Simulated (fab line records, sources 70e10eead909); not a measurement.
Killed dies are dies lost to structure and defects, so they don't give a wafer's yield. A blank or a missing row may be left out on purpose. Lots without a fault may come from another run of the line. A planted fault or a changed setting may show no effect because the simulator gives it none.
A struck lot beside a sound one | flow nand_harc | 14 steps out of a route of 1159
Sound: wafers L213.2, L213.3, L213.5. Struck: wafers L218.1, L218.5, L218.6. The cause comes at the end.
At each step with rows: each side's tool, then ch and its chambers, then its first start. Under that, the readings that differ: sound wafers | struck wafers | difference of the means | sigmas: that difference in standard deviations of wafers without a fault.
alike: readings whose means differ by less than 2 such deviations, and words and numbers that are the same on both sides. not compared: withheld readings, readings that some wafer has no value for, bounds like >300 that may hide the same value, and numbers for which the record gives no deviation and whose values overlap.
The two part at a step that has a row with sigmas, a row that says differs or no value, or rows on one side only. Numbers that don't overlap but have no deviation are shown without sigmas and don't part them. A reading that every wafer of one side lacks parts them only if that side has two wafers or more.

first, 3 steps without rows for these wafers: NHARC_A_STAIRCASE_STRIP_317 (strips in SPM, time 900 s); NHARC_A_STAIRCASE_PRECLEAN_318 (cleans in SC1); NHARC_A_STAIRCASE_SRD_329.
NHARC_A_STAIRCASE_ALD_415: deposits SiO2, target thk 30 nm, pulse time 6 s, ald cycles 300.
  sound on ald_hk-03 ch 0,1,2, day 12 10:06; struck on ald_hk-02 ch 0,3, day 13 15:48
  alike: heater_power_w, precursor_pulse_height_rel
NHARC_A_STAIRCASE_ETCHBACK_416: etches the open film in C4F8/O2/Ar, target depth 36 nm, time 7.2 s.
  sound on rie_diel-13 ch 0,1; struck on rie_diel-13 ch 2,3
  alike: oes_product_au, rf_vpp_V
  not compared: rf_hours_counter_h
then, 1 step without rows for these wafers: NHARC_A_STAIRCASE_STRIP_476 (strips in O2, time 20 s).
NHARC_A_STAIRCASE_DEP_417: deposits Si3N4, target thk 60 nm.
  sound on pecvd-02 ch 0,1, day 12 12:12; struck on pecvd-02 ch 0,1,2, day 13 17:49
  alike: heater_power_w
then, 3 steps without rows for these wafers: NHARC_A_STAIRCASE_WET_418 (chemistry H3PO4, target depth 20 nm); NHARC_A_STAIRCASE_PRECLEAN_419 (cleans in SC1); NHARC_A_STAIRCASE_SRD_421.
NHARC_A_STAIRCASE_ALD_420: deposits SiO2, target thk 20 nm, pulse time 6 s, ald cycles 200.
  sound on ald_hk-01 ch 0,1,2, day 12 17:02; struck on ald_hk-02 ch 0,3, day 13 21:45
  alike: heater_power_w, precursor_pulse_height_rel
NHARC_A_STAIRCASE_CVD_552: deposits SiNx, target thk 40 nm.
  sound on lpcvd-01 ch 0, day 12 21:24; struck on lpcvd-02 ch 0, day 14 02:17
  no value came back on the struck wafers for pressure_mtorr (mTorr), spike_tc_bottom_C (C); on the sound wafers pressure_mtorr (mTorr) reads 300.5 300.0 300.2
NHARC_A_STAIRCASE_DEP_151: deposits SiO2, target thk 3800 nm.
  sound on pecvd-02 ch 0,1,2, day 13 01:01; struck on pecvd-04 ch 0,1,2, day 14 07:31
  alike: heater_power_w
-- the record jumps here: 6 days lie between the struck wafers' starts before and after (it left off in module A_STAIRCASE and takes up again in module END, whose first step shown is number 1159 of the route) --
NHARC_END_SORT_01:
  sound on prober-01 ch 0, day 20 03:49; struck on prober-02 ch 0, day 20 14:16
  reading         | sound    | struck                                                               | difference                   | sigmas
  hold            | - - -    | await_dispo/2.0h/scrap await_dispo/2.0h/scrap await_dispo/2.0h/scrap | no value on the sound wafers |
  killed_at_array | 31 30 21 | 544 545 554                                                          | +520                         | +57
  killed_dies     | 37 34 26 | 547 547 557                                                          | +518                         | +54
  alike: killed_at_other, killed_at_periphery, killed_open, killed_short

WHERE THEY PART
First at NHARC_A_STAIRCASE_CVD_552; last, within this record, at NHARC_END_SORT_01.

WHY: what the simulator had put in
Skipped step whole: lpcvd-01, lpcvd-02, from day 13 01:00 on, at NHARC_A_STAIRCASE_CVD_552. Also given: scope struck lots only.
